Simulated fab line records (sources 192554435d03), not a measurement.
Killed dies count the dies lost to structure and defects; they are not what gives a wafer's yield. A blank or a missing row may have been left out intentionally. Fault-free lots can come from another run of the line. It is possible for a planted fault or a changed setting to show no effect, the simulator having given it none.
fab line records -- flow n5_finfet
record: lots: 11, wafers: 33, last_day: 17
route steps=1938 shown BEOL_M11@1586 BEOL_M12@1616
lots with no fault: from the same line, run without faults
start_h: hours from the record's opening day to when the first of the lot's shown wafers began -- wait_h: hours from the lot's prior step to this one -- " unchanged from the row above -- L1.1+2: one row covering several wafers at once -- - no value, or no start given -- * or withheld: withheld -- < > ~ a bound
route shown NAME@n: a module of which the file shows steps, and the number in the route of the first -- usual: mean/standard deviation of fault-free wafers -- same: alike in all rows -- chamber/n: place in a boat -- sites: each site's reading -- _std_site: the values' standard deviation -- _edge_site: inner sites' mean taken away from outer sites' mean -- radius_mm: for every site, how far away it sits from the centre of the wafer -- mask NAME#n: copy n -- behind: the last tool/chamber to shape the wafer -- hold: why the lot went on hold/how many hours it stayed there/how the hold came to an end -- device: transistor that didn't switch, given as n, p or np -- end of line: tests run on the same wafers once the route is complete -- a step without rows: its recipe alone -- killed: dies that structure and defects cost at the first sort, which is not the same as the wafer's yield -- map: per-die view of a wafer (x killed, . not killed, _ where there is no die)
set.NAME: the setting that was run; set.NAME@STEP: the one run at that earlier step -- model.NAME: the simulator's own value behind a step, which no gauge read
a sample of lots followed through the steps of the route, with each step as a table and each wafer as a row
services: a tool's chamber out of use, with start hour (start_h, from the record's first day; less than 0 if before it), hours out, and reason
== steps ==
step: N5_BEOL_M11_CD_MEAS_35
recipe: target_cd_nm: 70, polarity: opening
usual: cd_nm: 69.9/0.65
lot.wafer,tool,chamber,start_h,wait_h,cd_nm
L262.1,cd_sem-02,-,214.21,0.0,69.3
L262.4,cd_sem-02,-,214.21,0.0,70.2
L262.6,cd_sem-02,-,214.21,0.0,69.4
L266.1,cd_sem-01,-,240.22,0.0,70.3
L266.3,cd_sem-01,-,240.22,0.0,70.3
L266.5,cd_sem-01,-,240.22,0.0,69.8
L265.2,cd_sem-02,-,240.68,0.0,70.8
L265.3,cd_sem-02,-,240.68,0.0,70.2
L265.4,cd_sem-02,-,240.68,0.0,69.7
L275.1,cd_sem-02,-,301.35,0.0,69.0
L275.2,cd_sem-02,-,301.35,0.0,69.5
L275.5,cd_sem-02,-,301.35,0.0,69.4
L277.1,cd_sem-03,-,310.47,0.0,68.2
L277.3,cd_sem-03,-,310.47,0.0,71.5
L277.4,cd_sem-03,-,310.47,0.0,69.3
L274.3,cd_sem-01,-,310.95,0.0,70.4
L274.4,cd_sem-01,-,310.95,0.0,68.9
L274.6,cd_sem-01,-,310.95,0.0,71.3
L278.2,cd_sem-03,-,328.05,0.0,70.3
L278.5,cd_sem-03,-,328.05,0.0,70.1
L278.6,cd_sem-03,-,328.05,0.0,69.6
L279.1,cd_sem-01,-,339.86,0.0,68.9
L279.4,cd_sem-01,-,339.86,0.0,69.7
L279.5,cd_sem-01,-,339.86,0.0,69.7
L281.1,cd_sem-01,-,342.13,0.0,68.4
L281.3,cd_sem-01,-,342.13,0.0,69.7
L281.4,cd_sem-01,-,342.13,0.0,69.7
L284.1,cd_sem-02,-,356.31,0.0,70.5
L284.4,cd_sem-02,-,356.31,0.0,70.0
L284.5,cd_sem-02,-,356.31,0.0,69.9
L285.2,cd_sem-02,-,365.64,0.0,69.9
L285.4,cd_sem-02,-,365.64,0.0,69.6
L285.5,cd_sem-02,-,365.64,0.0,70.3
step: N5_BEOL_M11_CURE_72
recipe: temp_c: 370, time_s: 120, ambient: DMADMS/He, material: SiCOH_lowk
usual: lamp_power_pct: 52.31/0.053, wafer_temp_C_max: 371.8/0.63
lot.wafer,tool,chamber,start_h,wait_h,lamp_power_pct,wafer_temp_C_max
L262.1,uv_cure-01,0,214.31,0.1,52.36,372.5
L262.4,uv_cure-01,0,214.31,0.1,52.23,372.2
L262.6,uv_cure-01,0,214.31,0.1,52.33,372.2
L266.1,uv_cure-03,1,240.27,0.0,52.30,371.8
L266.3,uv_cure-03,1,240.27,0.0,52.26,372.3
L266.5,uv_cure-03,1,240.27,0.0,52.18,373.2
L265.2,uv_cure-03,2,240.77,0.1,52.25,371.2
L265.3,uv_cure-03,2,240.77,0.1,52.34,371.3
L265.4,uv_cure-03,2,240.77,0.1,52.31,371.2
L275.1,uv_cure-02,1,301.39,0.0,52.31,371.8
L275.2,uv_cure-02,1,301.39,0.0,52.33,372.8
L275.5,uv_cure-02,1,301.39,0.0,52.23,372.7
L277.1,uv_cure-02,2,310.51,0.0,52.27,371.2
L277.3,uv_cure-02,2,310.51,0.0,52.39,371.4
L277.4,uv_cure-02,2,310.51,0.0,52.31,371.4
L274.3,uv_cure-02,2,311.09,0.1,52.20,371.5
L274.4,uv_cure-02,2,311.09,0.1,52.22,371.0
L274.6,uv_cure-02,2,311.09,0.1,52.29,371.5
L278.2,uv_cure-02,2,328.64,0.6,52.38,371.8
L278.5,uv_cure-02,2,328.64,0.6,52.34,370.9
L278.6,uv_cure-02,2,328.64,0.6,52.34,371.6
L279.1,uv_cure-01,2,339.90,0.0,52.28,371.7
L279.4,uv_cure-01,2,339.90,0.0,52.34,371.8
L279.5,uv_cure-01,2,339.90,0.0,52.34,371.6
L281.1,uv_cure-01,1,342.22,0.1,52.33,373.2
L281.3,uv_cure-01,1,342.22,0.1,52.28,372.0
L281.4,uv_cure-01,1,342.22,0.1,52.25,371.7
L284.1,uv_cure-03,1,356.35,0.0,52.33,372.5
L284.4,uv_cure-03,1,356.35,0.0,52.39,373.2
L284.5,uv_cure-03,1,356.35,0.0,52.38,373.2
L285.2,uv_cure-02,0,365.73,0.1,52.31,371.0
L285.4,uv_cure-02,0,365.73,0.1,52.34,370.7
L285.5,uv_cure-02,0,365.73,0.1,52.28,371.2
step: N5_BEOL_M12_ETCH_59
recipe: chemistry: N2/H2, target: BARC, target_depth_a: 890, overetch_a: 267, time_s: 67.9, ion_energy_ev: 200, pressure_mtorr: 30, source_w: 840, bias_w: 150, n2_flow_sccm: 200, h2_flow_sccm: 200
usual: chamber_pressure_mTorr: 30.00/0.033, drypump_motor_current_A: 5.7/0.48, oes_product_au: 0.70/0.059, rf_vpp_V: 523.5/2.7, showerhead_plenum_p_Torr: 2.53/0.094, throttle_valve_pct: 17.84/0.27
lot.wafer,tool,chamber,start_h,wait_h,chamber_pressure_mTorr,drypump_motor_current_A,oes_product_au,rf_hours_counter_h,rf_vpp_V,showerhead_plenum_p_Torr,throttle_valve_pct
L262.1,rie_diel-02,2,219.07,0.0,30.01,5.8,0.74,36,524.6,2.61,17.85
L262.4,rie_diel-02,3,219.07,0.0,29.97,6.2,0.79,18,521.9,2.47,17.70
L262.6,rie_diel-02,3,219.07,0.0,30.03,6.1,0.79,-,522.0,2.47,17.69
L266.1,rie_diel-02,1,244.09,0.0,30.01,6.3,0.64,174,520.7,2.44,17.74
L266.3,rie_diel-02,0,244.09,0.0,30.00,5.5,0.73,63,528.9,2.69,17.88
L266.5,rie_diel-02,3,244.09,0.0,30.05,6.1,0.77,-,523.7,2.47,17.71
L265.2,rie_diel-06,2,244.57,0.0,30.04,5.6,0.59,228,526.4,2.62,18.46
L265.3,rie_diel-06,0,244.57,0.0,30.00,5.8,0.70,77,525.9,2.68,17.65
L265.4,rie_diel-06,3,244.57,0.0,29.98,5.6,0.66,110,521.5,2.46,18.00
L275.1,rie_diel-02,0,304.10,0.0,29.99,5.5,0.71,85,528.1,2.68,17.93
L275.2,rie_diel-02,3,304.10,0.0,30.03,6.1,0.75,50,522.9,2.46,17.72
L275.5,rie_diel-02,2,304.10,0.0,29.97,5.8,0.70,-,525.0,2.60,17.90
L277.1,rie_diel-06,1,314.43,0.0,29.98,6.3,0.73,59,521.6,2.47,17.53
L277.3,rie_diel-06,3,314.43,0.0,30.02,5.6,0.65,133,521.8,2.45,18.04
L277.4,rie_diel-06,0,314.43,0.0,30.06,5.7,0.68,-,528.4,2.67,17.69
L274.3,rie_diel-06,1,314.70,0.0,30.05,6.3,0.73,59,520.8,2.47,17.55
L274.4,rie_diel-06,3,314.70,0.0,29.97,5.6,0.65,-,521.5,2.45,18.04
L274.6,rie_diel-06,1,314.70,0.0,30.02,6.3,0.72,-,522.4,2.47,17.54
L278.2,rie_diel-01,0,332.09,0.0,29.98,4.7,0.83,3,522.7,2.51,17.51
L278.5,rie_diel-01,0,332.09,0.0,30.04,4.7,0.83,-,522.7,2.51,17.50
L278.6,rie_diel-01,3,332.09,0.0,30.00,5.4,0.71,-,520.1,2.44,17.75
L279.1,rie_diel-02,0,343.22,0.0,29.96,5.6,0.69,95,528.3,2.68,17.94
L279.4,rie_diel-02,3,343.22,0.0,30.01,6.1,0.73,62,520.4,2.46,17.75
L279.5,rie_diel-02,3,343.22,0.0,30.01,6.1,0.73,-,521.4,2.46,17.76
L281.1,rie_diel-01,2,345.70,0.0,30.00,6.2,0.72,68,526.2,2.57,17.80
L281.3,rie_diel-01,0,345.70,0.0,30.02,4.7,0.80,8,522.5,2.51,17.52
L281.4,rie_diel-01,1,345.70,0.0,30.00,5.0,0.59,241,518.9,2.42,18.57
L284.1,rie_diel-06,3,360.61,0.0,30.00,5.6,0.63,152,521.3,2.44,18.08
L284.4,rie_diel-06,1,360.61,0.0,30.01,6.2,0.71,77,522.0,2.46,17.58
L284.5,rie_diel-06,0,360.61,0.0,29.96,5.7,0.66,-,526.2,2.66,17.72
L285.2,rie_diel-01,3,368.76,0.0,29.99,5.4,0.70,97,520.3,2.44,17.76
L285.4,rie_diel-01,2,368.76,0.0,29.97,6.2,0.71,76,525.3,2.57,17.79
L285.5,rie_diel-01,3,368.76,0.0,30.00,5.4,0.69,-,522.5,2.44,17.78
step: N5_BEOL_M12_STRIP_71
recipe: chemistry: post_etch_residue_remover, time_s: 60, temp_c: 25, remover_ph: withheld, remover_water_wt_pct: withheld, remover_fluoride_wt_pct: withheld
usual: run_length_s: 67.4/2.1, temp_c: 24.99/0.11
lot.wafer,tool,chamber,start_h,wait_h,run_length_s,temp_c
L262.1,wet_bench-05,3,219.47,0.1,68.1,24.95
L262.4,wet_bench-05,5,219.47,0.1,67.8,25.18
L262.6,wet_bench-05,0,219.47,0.1,66.4,24.99
L266.1,wet_bench-05,3,244.49,0.1,66.2,24.98
L266.3,wet_bench-05,4,244.49,0.1,66.8,24.99
L266.5,wet_bench-05,0,244.49,0.1,66.0,24.82
L265.2,wet_bench-01,4,244.97,0.1,65.3,25.08
L265.3,wet_bench-01,3,244.97,0.1,65.8,24.92
L265.4,wet_bench-01,6,244.97,0.1,66.1,24.98
L275.1,wet_bench-03,4,304.50,0.1,-,-
L275.2,wet_bench-03,3,304.50,0.1,-,-
L275.5,wet_bench-03,7,304.50,0.1,-,-
L277.1,wet_bench-01,2,314.83,0.1,66.3,25.16
L277.3,wet_bench-01,5,314.83,0.1,65.0,25.01
L277.4,wet_bench-01,4,314.83,0.1,65.7,25.16
L274.3,wet_bench-01,7,315.10,0.0,-,-
L274.4,wet_bench-01,0,315.10,0.0,-,-
L274.6,wet_bench-01,4,315.10,0.0,-,-
L278.2,wet_bench-01,4,332.49,0.1,65.5,25.12
L278.5,wet_bench-01,6,332.49,0.1,66.8,24.97
L278.6,wet_bench-01,0,332.49,0.1,66.7,25.17
L279.1,wet_bench-03,7,343.62,0.1,65.7,25.14
L279.4,wet_bench-03,4,343.62,0.1,65.9,25.18
L279.5,wet_bench-03,5,343.62,0.1,67.7,25.20
L281.1,wet_bench-03,7,346.10,0.1,67.2,25.19
L281.3,wet_bench-03,0,346.10,0.1,66.7,25.01
L281.4,wet_bench-03,1,346.10,0.1,67.4,25.03
L284.1,wet_bench-03,4,361.01,0.1,65.4,24.99
L284.4,wet_bench-03,7,361.01,0.1,66.0,25.00
L284.5,wet_bench-03,6,361.01,0.1,66.0,24.67
L285.2,wet_bench-03,6,369.16,0.1,66.1,24.82
L285.4,wet_bench-03,1,369.16,0.1,68.6,24.89
L285.5,wet_bench-03,4,369.16,0.1,66.1,25.02
== services ==
tool,chamber,start_h,hours,kind
rie_diel-06,-,215.62,15.6,pm
rie_diel-02,2,235.45,2.4,repair
uv_cure-01,-,237.49,3.4,pm
rie_diel-01,3,246.14,18.9,repair
uv_cure-03,-,258.84,0.5,repair
rie_diel-01,2,299.37,5.1,repair
rie_diel-01,0,304.44,-,clean
rie_diel-01,0,304.44,-,consumable_replace:focus_ring
rie_diel-01,0,304.44,18.2,scheduled_down
rie_diel-01,0,304.44,18.2,vent_cycle
rie_diel-01,-,311.59,0.2,repair
rie_diel-06,2,312.32,-,clean
rie_diel-06,2,312.32,-,consumable_replace:focus_ring
rie_diel-06,2,312.32,23.8,scheduled_down
rie_diel-06,2,312.32,23.8,vent_cycle
rie_diel-02,2,343.93,4.8,repair
rie_diel-02,2,363.16,1.3,repair
== key ==
first_sign: step: N5_BEOL_M12_STRIP_71, reading: tool_record, direction: missing
effect none on later readings
met_at N5_BEOL_M12_STRIP_71
struck_lots L274,L275
not_acting_at N5_BEOL_M11_CD_MEAS_35,N5_BEOL_M11_CURE_72,N5_BEOL_M12_ETCH_59
onset_between 244.97 304.50
fault: kind: skipped_step_whole, tool: wet_bench-01,wet_bench-03, chamber: -, onset_h: 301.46, steps: N5_BEOL_M12_STRIP_71, scope: struck_lots_only
